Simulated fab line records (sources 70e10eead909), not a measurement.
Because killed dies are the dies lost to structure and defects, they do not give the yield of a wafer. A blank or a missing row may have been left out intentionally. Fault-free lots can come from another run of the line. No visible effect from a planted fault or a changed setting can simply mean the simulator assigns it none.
Which tool did it? -- flow nand_harc -- 12 lots (36 wafers sampled), 1 step of a 1302-step route

WHAT EACH GAUGE READ, for each wafer
NHARC_A_ONON_D2_THK_MEAS_02: measures by ellipsometry.
lot,measured,on,thk_nm (nm)
L075,day 12 22:19,film_metro-01,999 998 998
L076,day 13 05:39,film_metro-01,997 996 996
L079,day 14 08:07,film_metro-01,1012 1013 1013
L082,day 15 13:40,film_metro-02,972 971 972
L083,day 16 06:27,film_metro-02,1006 1007 1007
L085,day 17 08:19,film_metro-01,986 989 988
L087,day 17 17:31,film_metro-02,1001 1000 999
L089,day 18 21:56,film_metro-01,996 994 993
L091,day 19 04:50,film_metro-01,1003 1002 1002
L093,day 20 08:44,film_metro-02,986 984 986
L095,day 21 12:59,film_metro-01,995 996 997
L096,day 22 03:11,film_metro-02,1001 1000 1003

EACH LOT AND THE TOOL THAT RAN IT (in order: tool; ch and the chambers of the sampled wafers; start)
The record holds no process step before these readings.

THE ANSWER, worked out from the rows above alone
Rule: what is usual is taken from the lots themselves. Put in order of their means at a reading, lots are off if they are a third of the lots or fewer, leave a main group of 4 or more, and stand apart from it by a gap of 3 or more times the standard deviation of the main group's means; of several such gaps the widest counts. Not used: any main group whose means are identical at the precision the tables above print for the reading. Also off: a lot with no number at a reading for which 4 or more lots have one. The other lots that the step has rows for count as sound.
No lot is off at any reading shown: from this, nothing can be told.

WHAT THE SIMULATOR PUT IN
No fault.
